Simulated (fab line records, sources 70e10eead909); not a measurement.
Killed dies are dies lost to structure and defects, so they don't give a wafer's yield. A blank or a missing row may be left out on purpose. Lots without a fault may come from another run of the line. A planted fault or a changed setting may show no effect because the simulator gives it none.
Chamber matching | flow nand_harc | NHARC_P_CONTACT_DEP_30 on pecvd-02: 3 sister chambers
The step deposits SiNx, target thk 30 nm. 16 wafers are shown with their chamber, then 8 later ones without.

WAFERS WITH THEIR CHAMBER
wafer  | chamber | heater_power_w (W)
L074.2 | 2       | 579
L074.5 | 2       | 574
L074.6 | 1       | 555
L076.3 | 0       | 718
L076.4 | 0       | 711
L076.6 | 2       | 608
L077.2 | 1       | 610
L077.3 | 0       | 768
L077.5 | 2       | 606
L078.1 | 0       | 663
L078.4 | 0       | 658
L078.5 | 2       | 627
L079.2 | 2       | 585
L079.5 | 2       | 586
L079.6 | 1       | 636
L092.1 | 0       | 687

SIGNATURES (means of the wafers above)
reading        | chamber 0 | chamber 1 | chamber 2 | scatter within a chamber
heater_power_w | 700.83    | 600.33    | 595.00    | 32.8
Rule: a wafer's distance from a chamber is the root of the sum, over the readings, of the square of ((its reading less the chamber's mean) divided by the reading's scatter). The wafer belongs to the nearest chamber; if the next one is less than 2 further off, it can't be placed. The scatter: the root of (the sum of the squares of (reading less its chamber's mean) over the shown wafers, divided by (wafers less chambers)).

WAFERS WITHOUT THEIR CHAMBER
wafer  | heater_power_w (W)
L092.2 | 700
L092.6 | 722
L095.2 | 590
L095.3 | 673
L095.6 | 663
L097.3 | 621
L097.4 | 603
L097.6 | 614

WHICH CHAMBER EACH WENT THROUGH
wafer  | from the rows above          | in truth
L092.2 | 0                            | 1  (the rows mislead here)
L092.6 | 0                            | 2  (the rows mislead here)
L095.2 | can't be placed: 2 or 1      | 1
L095.3 | can't be placed: 0 or 1 or 2 | 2
L095.6 | can't be placed: 0 or 1 or 2 | 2
L097.3 | can't be placed: 1 or 2 or 0 | 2
L097.4 | can't be placed: 1 or 2      | 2
L097.6 | can't be placed: 1 or 2      | 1
Placed correctly: 0 of 8. Can't be placed from these rows: 6 (the true chamber is among the candidates in 6). Placed wrongly: 2.
